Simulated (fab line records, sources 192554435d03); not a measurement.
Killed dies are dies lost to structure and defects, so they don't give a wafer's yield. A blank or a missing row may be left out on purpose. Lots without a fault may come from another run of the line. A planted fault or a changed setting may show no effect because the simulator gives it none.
fab line records | flow n5_finfet | part 1 of 2: steps 1 to 7 of 8
record lots=9 wafers=27 last_day=17
route steps=1938 shown BEOL_M0_SAQP@653 BEOL_M0_CUTY@710 BEOL_M4@1111 PASSIVATION@1936
lots that met no fault: from a run of the same line without faults
start_h: hours from the record's first day to the start of the lot's first wafer shown | wait_h: hours since the lot's step before | " the same as in the row above | L1.1+2: a row that stands for several wafers | - no value, or no start given | * or withheld: withheld | < > ~ a bound
route shown NAME@n: a module of which the file shows steps, and the number in the route of the first | usual: mean/standard deviation of fault-free wafers | same: alike in all rows | chamber/n: place in a boat | sites: the reading at each site | _std_site: their standard deviation | _edge_site: outer sites' mean less inner sites' | radius_mm: how far each site lies from the wafer's centre | mask NAME#n: copy n | behind: the tool/chamber that last shaped the wafer | hold: why the lot was held/for how many hours/how that ended | device: the transistor (n, p or np) that didn't switch | end of line: the same wafers' tests at the end of the route | a step without rows: its recipe alone | killed: dies lost to structure and defects at the first sort, not the wafer's yield | map: a wafer's dies, x killed, . not, _ none there
set.NAME: the setting as run; set.NAME@STEP: as run at that earlier step | model.NAME: the simulator's own value behind a step, which no gauge read
steps of the route over a sample of lots; a table a step, a row a wafer
services: from which hour (start_h, from the record's first day; less than 0 if before it) a tool's chamber was out of use, for how many hours, and why
## steps
# step N5_BEOL_M0_SAQP_ETCH_83
# recipe chemistry=CF4 target=SiARC target_depth_a=390 mask_material=CAR-ArF time_s=65 ion_energy_ev=80 pressure_mtorr=40 source_w=545 bias_w=36 Ar_flow_sccm=100 cf4_flow_sccm=100 ends=cleared
# usual cf4_flow_sccm=100.0/0.3 drypump_motor_current_A=5.5/0.45 etch_rf_on_time_s=65.4/1.8 oes_product_au=0.68/0.087 rf_vpp_V=184.4/1.3 showerhead_plenum_p_Torr=2.17/0.065 throttle_valve_pct=15.6/0.35
# columns lot.wafer tool chamber start_h wait_h cf4_flow_sccm drypump_motor_current_A etch_rf_on_time_s oes_product_au rf_hours_counter_h rf_vpp_V showerhead_plenum_p_Torr throttle_valve_pct
L787.2 rie_diel-05 1 137.24 0.0 99.8 5.6 68.7 0.59 198 183.6 2.11 15.6
L787.4 " 0 " " 99.9 6.4 67.6 0.61 182 184.3 2.21 15.9
L787.5 " 3 " " 100.2 5.3 63.6 0.60 - 182.0 2.11 15.9
L790.2 rie_diel-04 1 138.33 0.0 100.1 6.2 63.7 0.60 219 183.3 2.06 15.9
L790.3 " 3 " " 100.5 5.0 66.6 0.78 15 183.6 2.18 15.1
L790.4 " 3 " " 100.0 5.0 65.8 0.78 - 182.9 2.18 15.1
L792.3 rie_diel-05 2 140.00 0.0 100.2 5.8 64.1 0.84 4 183.9 2.09 15.2
L792.4 " 3 " " 100.2 5.3 63.1 0.61 - 183.7 2.11 15.9
L792.6 " 1 " " 99.6 5.5 67.5 0.59 - 183.3 2.11 15.6
L794.2 rie_diel-05 1 152.44 0.0 100.2 5.6 68.4 0.59 204 185.8 2.10 15.6
L794.3 " 2 " " 100.0 5.8 64.1 0.82 9 183.0 2.09 15.2
L794.5 " 2 " " 100.0 5.8 64.4 0.83 - 183.4 2.09 15.2
L795.2 rie_diel-05 0 160.90 0.0 99.7 6.4 66.9 0.61 186 184.1 2.21 15.9
L795.5 " 0 " " 99.9 6.5 66.8 0.61 - 183.8 2.21 15.9
L795.6 " 3 " " 100.4 5.3 62.5 0.59 - 183.5 2.11 16.0
L798.1 rie_diel-05 0 184.99 0.0 100.1 6.4 67.6 0.61 194 185.6 2.21 15.9
L798.2 " 3 " " 99.7 5.3 63.3 0.59 240 184.6 2.10 16.0
L798.6 " 3 " " 100.0 5.3 63.9 0.58 - 183.7 2.10 16.0
L806.1 rie_diel-04 1 226.91 0.0 99.5 6.2 64.1 0.58 244 183.6 2.05 16.0
L806.4 " 3 " " 99.9 5.0 67.9 0.73 41 185.9 2.18 15.1
L806.5 " 0 " " 99.7 5.3 66.4 0.77 - 186.7 2.26 15.0
L807.2 rie_diel-04 3 232.63 0.0 100.0 5.0 67.5 0.73 42 184.0 2.18 15.1
L807.5 " 0 " " 100.2 5.3 66.9 0.77 - 186.5 2.26 15.1
L807.6 " 1 " " 100.7 6.2 63.7 0.58 - 182.4 2.05 16.0
L808.1 rie_diel-02 1 235.45 0.0 99.7 5.9 65.4 0.61 197 184.3 2.21 15.9
L808.3 " 3 " " 100.0 5.4 65.0 0.74 50 186.9 2.26 15.4
L808.4 " 0 " " 99.4 6.0 67.4 0.61 205 185.1 2.13 15.8
# step N5_BEOL_M0_SAQP_ETCH_102
# recipe chemistry=CF4 target=SiO2 target_depth_a=40 ion_energy_ev=350 time_s=4.4 pressure_mtorr=10 icp_w=800 bias_w=400 cf4_flow_sccm=80
# usual cf4_flow_sccm=79.99/0.23 drypump_motor_current_A=5.5/0.49 oes_product_au=0.998/0.024 throttle_valve_pct=21.72/0.21
# columns lot.wafer tool chamber start_h wait_h cf4_flow_sccm drypump_motor_current_A oes_product_au rf_hours_counter_h throttle_valve_pct
L787.2 rie_si-06 1 139.16 0.1 80.33 5.7 0.984 108 22.01
L787.4 " 3 " " 79.86 5.2 1.001 - 21.64
L787.5 " 1 " " 80.20 5.7 0.989 - 22.02
L790.2 rie_si-03 3 140.87 0.1 80.34 5.5 1.007 193 21.98
L790.3 " 0 " " 79.89 6.0 0.998 4 21.74
L790.4 " 2 " " 79.60 4.8 0.960 116 21.41
L792.3 rie_si-03 3 144.01 0.1 80.13 5.5 1.022 194 21.98
L792.4 " 2 " " 80.34 4.7 0.960 116 21.40
L792.6 " 3 " " 80.00 5.5 1.006 - 21.99
L794.2 rie_si-02 2 154.69 0.1 80.11 6.4 1.017 141 21.60
L794.3 " 3 " " 80.36 5.5 1.022 128 21.91
L794.5 " 0 " " 79.94 5.8 0.969 - 21.45
L795.2 rie_si-06 2 163.50 0.1 79.53 4.7 0.981 144 21.64
L795.5 " 1 " " 79.77 5.7 1.001 - 22.02
L795.6 " 2 " " 80.02 4.7 0.985 - 21.64
L798.1 rie_si-03 1 186.66 0.1 79.67 5.2 1.002 72 21.52
L798.2 " 0 " " 80.08 5.9 1.001 5 21.75
L798.6 " 3 " " 80.01 5.4 1.018 - 21.79
L806.1 rie_si-03 1 228.60 0.1 80.24 5.2 0.997 73 21.53
L806.4 " 0 " " 80.02 5.9 0.987 6 21.75
L806.5 " 0 " " 79.89 6.0 0.990 - 21.73
L807.2 rie_si-06 1 234.73 0.1 79.50 5.7 0.995 110 22.00
L807.5 " 2 " " 80.22 4.8 0.970 - 21.65
L807.6 " 1 " " 79.90 5.7 0.988 - 22.02
L808.1 rie_si-03 2 239.72 0.1 80.29 4.8 0.964 118 21.39
L808.3 " 1 " " 80.07 5.2 0.987 73 21.51
L808.4 " 3 " " 80.02 5.4 1.006 1 21.78
# step N5_BEOL_M0_SAQP_MANDREL_ETCH_103
# recipe chemistry=HBr/Cl2 target=a-Si target_depth_a=450 bt_time_s=10 stop_on=SiCN mask_material=SiO2 over_etch_frac=0.8 time_s=27 pressure_mtorr=10 icp_w=800 bias_w=75 HBr_flow_sccm=150 Cl2_flow_sccm=80 ends=end_point
# usual drypump_motor_current_A=5.5/0.49 oes_product_au=0.676/0.013 throttle_valve_pct=35.3/0.32
# columns lot.wafer tool chamber start_h wait_h drypump_motor_current_A oes_product_au rf_hours_counter_h throttle_valve_pct
L787.2 rie_si-06 1 139.19 0.0 5.7 0.648 108 35.6
L787.4 " 3 " " 5.2 0.684 - 34.7
L787.5 " 1 " " 5.7 0.666 - 35.6
L790.2 rie_si-03 3 140.90 0.0 5.4 0.685 193 35.5
L790.3 " 0 " " 6.0 0.693 4 35.4
L790.4 " 2 " " 4.8 0.668 116 34.8
L792.3 rie_si-03 3 144.04 0.0 5.4 0.682 194 35.6
L792.4 " 2 " " 4.7 0.653 117 34.9
L792.6 " 3 " " 5.4 0.686 - 35.6
L794.2 rie_si-02 2 154.72 0.0 6.5 0.660 141 34.8
L794.3 " 3 " " 5.5 0.678 128 35.7
L794.5 " 0 " " 5.8 0.658 - 35.1
L795.2 rie_si-06 2 163.54 0.0 4.8 0.676 144 35.4
L795.5 " 1 " " 5.7 0.654 - 35.6
L795.6 " 2 " " 4.8 0.684 - 35.3
L798.1 rie_si-03 1 186.69 0.0 5.2 0.679 72 35.1
L798.2 " 0 " " 6.0 0.686 5 35.4
L798.6 " 3 " " 5.5 0.681 - 35.3
L806.1 rie_si-03 1 228.63 0.0 5.2 0.671 73 35.1
L806.4 " 0 " " 5.9 0.695 6 35.3
L806.5 " 0 " " 6.0 0.681 - 35.3
L807.2 rie_si-06 1 234.76 0.0 5.7 0.659 110 35.6
L807.5 " 2 " " 4.8 0.683 - 35.3
L807.6 " 1 " " 5.7 0.658 - 35.6
L808.1 rie_si-03 2 239.75 0.0 4.8 0.666 118 34.8
L808.3 " 1 " " 5.2 0.703 73 35.1
L808.4 " 3 " " 5.4 0.678 1 35.3
# step N5_BEOL_M0_SAQP_CD_MEAS_40
# recipe target_cd_nm=30 landing_energy_ev=500 detector=se_inlens
# usual cd_nm=29.94/0.29
# same landing_energy_ev=500
# columns lot.wafer tool chamber start_h wait_h cd_nm
L787.2 cd_sem-02 0 142.38 - 30.23
L787.4 " 0 " " 30.24
L787.5 " 0 " " 29.60
L790.2 cd_sem-01 0 144.37 - 29.80
L790.3 " 0 " " 29.84
L790.4 " 0 " " 30.38
L792.3 cd_sem-01 0 147.24 - 29.42
L792.4 " 0 " " 29.73
L792.6 " 0 " " 30.12
L794.2 cd_sem-01 0 156.74 - 29.98
L794.3 " 0 " " 30.19
L794.5 " 0 " " 30.39
L795.2 cd_sem-01 0 165.43 - 29.33
L795.5 " 0 " " 30.02
L795.6 " 0 " " 29.62
L798.1 cd_sem-02 0 189.38 - 29.73
L798.2 " 0 " " 29.74
L798.6 " 0 " " 29.64
L806.1 cd_sem-03 0 230.52 - 30.05
L806.4 " 0 " " 30.02
L806.5 " 0 " " 29.76
L807.2 cd_sem-01 0 236.77 - 30.05
L807.5 " 0 " " 30.08
L807.6 " 0 " " 30.37
L808.1 cd_sem-01 0 242.54 - 29.79
L808.3 " 0 " " 29.69
L808.4 " 0 " " 29.76
# step N5_BEOL_M0_SAQP_INSPECT_42
# recipe mode=adi inspect_instrument=brightfield
# usual raw_defect_count=289/74
# columns lot.wafer tool chamber start_h wait_h raw_defect_count
L787.2 defect_inspect-02 - 142.47 0.0 447
L787.4 " - " " 330
L787.5 " - " " 299
L790.2 defect_inspect-02 - 144.45 0.0 473
L790.3 " - " " 334
L790.4 " - " " 400
L792.3 defect_inspect-02 - 147.32 0.0 474
L792.4 " - " " 266
L792.6 " - " " 315
L794.2 defect_inspect-02 - 156.82 0.0 142
L794.3 " - " " 205
L794.5 " - " " 274
L795.2 defect_inspect-01 - 165.52 0.0 593
L795.5 " - " " 561
L795.6 " - " " 623
L798.1 defect_inspect-01 - 189.46 0.1 528
L798.2 " - " " 563
L798.6 " - " " 657
L806.1 defect_inspect-01 - 230.61 0.1 330
L806.4 " - " " 222
L806.5 " - " " 306
L807.2 defect_inspect-01 - 236.86 0.0 365
L807.5 " - " " 444
L807.6 " - " " 352
L808.1 defect_inspect-02 - 242.63 0.1 212
L808.3 " - " " 334
L808.4 " - " " 259
# step N5_BEOL_M0_CUTY_INSPECT_59
# recipe mode=adi inspect_instrument=macro
# usual raw_defect_count=2.1/1.3
# columns lot.wafer tool chamber start_h wait_h raw_defect_count
L787.2 defect_inspect-01 - 144.19 0.0 1
L787.4 " - " " 0
L787.5 " - " " 3
L790.2 defect_inspect-02 - 146.94 0.0 6
L790.3 " - " " 2
L790.4 " - " " 2
L792.3 defect_inspect-02 - 148.73 0.0 3
L792.4 " - " " 0
L792.6 " - " " 2
L794.2 defect_inspect-01 - 158.26 0.0 3
L794.3 " - " " 5
L794.5 " - " " 3
L795.2 defect_inspect-02 - 167.35 0.0 >300
L795.5 " - " " >300
L795.6 " - " " >300
L798.1 defect_inspect-01 - 191.03 0.0 >300
L798.2 " - " " >300
L798.6 " - " " >300
L806.1 defect_inspect-01 - 232.00 0.0 1
L806.4 " - " " 4
L806.5 " - " " 4
L807.2 defect_inspect-02 - 238.69 0.0 4
L807.5 " - " " 2
L807.6 " - " " 5
L808.1 defect_inspect-02 - 244.22 0.0 1
L808.3 " - " " 2
L808.4 " - " " 2
# step N5_BEOL_M4_RC_MEAS_101
# usual DIBL_N=36.6/2.1 DIBL_P=36.5/2.7 IOFF_N=0.17/0.043 IOFF_P=0.22/0.045 ION_N=674/17 ION_P=461/9.9 SS_N=71.7/0.79 SS_P=73.4/0.79 VT_N=249/4 VT_P=-250/3.3
# columns lot.wafer tool chamber start_h wait_h DIBL_N[mV/V] DIBL_P[mV/V] IOFF_N[nA/um] IOFF_P[nA/um] ION_N[uA/um] ION_P[uA/um] SS_N[mV/dec] SS_P[mV/dec] VT_N[mV] VT_P[mV]
L787.2 prober-01 0 188.87 0.2 33.1 33.5 0.10 0.14 647 443 70.5 71.6 258 -256
L787.4 " 0 " " 34.9 36.1 0.14 0.18 658 454 71.3 73.0 252 -254
L787.5 " 0 " " 38.3 39.8 0.22 0.24 696 469 72.1 73.2 244 -251
L790.2 prober-02 0 200.10 0.2 34.9 34.8 0.16 0.26 695 487 71.3 72.6 249 -244
L790.3 " 0 " " 35.6 34.2 0.17 0.25 653 460 71.6 73.1 250 -245
L790.4 " 0 " " 36.0 34.3 0.17 0.25 679 465 71.9 73.2 248 -246
L794.2 prober-01 0 209.24 0.2 35.3 37.4 0.13 0.21 659 456 71.8 73.9 252 -251
L794.3 " 0 " " 32.8 33.5 0.10 0.16 664 462 70.7 72.6 256 -254
L794.5 " 0 " " 32.1 33.0 0.10 0.15 662 459 71.0 72.1 257 -254
L792.3 prober-02 0 215.73 0.3 39.5 41.3 0.25 0.30 692 469 73.0 74.9 244 -246
L792.4 " 0 " " 39.0 40.2 0.25 0.30 689 468 72.0 74.1 242 -245
L792.6 " 0 " " 37.1 36.6 0.20 0.23 687 465 72.0 73.9 248 -246
L795.2 prober-01 0 218.80 0.2 35.0 36.0 0.16 0.23 689 474 71.0 73.7 247 -247
L795.5 " 0 " " 36.8 37.5 0.17 0.24 670 458 71.2 73.5 249 -247
L795.6 " 0 " " 34.8 35.0 0.15 0.20 680 468 70.5 72.8 250 -251
L798.1 prober-02 0 242.47 0.0 35.8 35.8 0.15 0.18 688 468 72.0 73.0 251 -252
L798.2 " 0 " " 35.8 36.8 0.16 0.19 660 452 71.7 73.8 247 -252
L798.6 " 0 " " 36.0 34.5 0.15 0.17 671 451 72.4 73.3 252 -252
L806.1 prober-01 0 282.81 0.0 37.2 37.7 0.18 0.24 699 478 72.0 73.5 247 -246
L806.4 " 0 " " 36.0 36.6 0.17 0.23 678 465 71.1 73.3 246 -247
L806.5 " 0 " " 37.9 38.2 0.19 0.24 664 456 72.0 73.2 245 -249
L807.2 prober-02 0 284.37 0.2 35.6 35.6 0.15 0.19 665 447 71.4 73.5 252 -254
L807.5 " 0 " " 35.8 36.1 0.16 0.19 681 456 71.3 73.6 250 -254
L807.6 " 0 " " 37.1 37.1 0.19 0.22 673 449 72.3 73.9 246 -253
L808.1 prober-02 0 314.36 0.0 36.5 38.2 0.16 0.23 661 455 71.5 74.0 251 -251
L808.3 " 0 " " 40.9 43.3 0.30 0.37 712 483 72.4 75.4 240 -245
L808.4 " 0 " " 36.9 38.2 0.18 0.23 682 462 71.4 74.2 247 -251
## key
first_sign step=N5_BEOL_M0_SAQP_INSPECT_42 reading=raw_defect_count direction=up sigmas=4 usual=289 struck=588
effect step=N5_BEOL_M0_CUTY_INSPECT_59 reading=raw_defect_count direction=up sigmas=99+ usual=2.1 struck=>300
effect step=N5_PASSIVATION_PROBE_49 reading=killed_at_M0_to_M3 direction=up sigmas=9.2 usual=33 struck=131
more_kills_born_at N5_BEOL_M0_SAQP_ETCH_83@rie_diel-05=606
met_at N5_BEOL_M0_SAQP_ETCH_83
struck_lots L795,L798
not_acting_at N5_BEOL_M0_SAQP_ETCH_102,N5_BEOL_M0_SAQP_MANDREL_ETCH_103,N5_BEOL_M0_SAQP_CD_MEAS_40
onset_between 152.44 160.90
fault kind=chamber_particle_source tool=rie_diel-05 chamber=- onset_h=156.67 steps=N5_BEOL_M0_SAQP_ETCH_83 rate_per_visit_cm2=0.50768 end_h=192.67
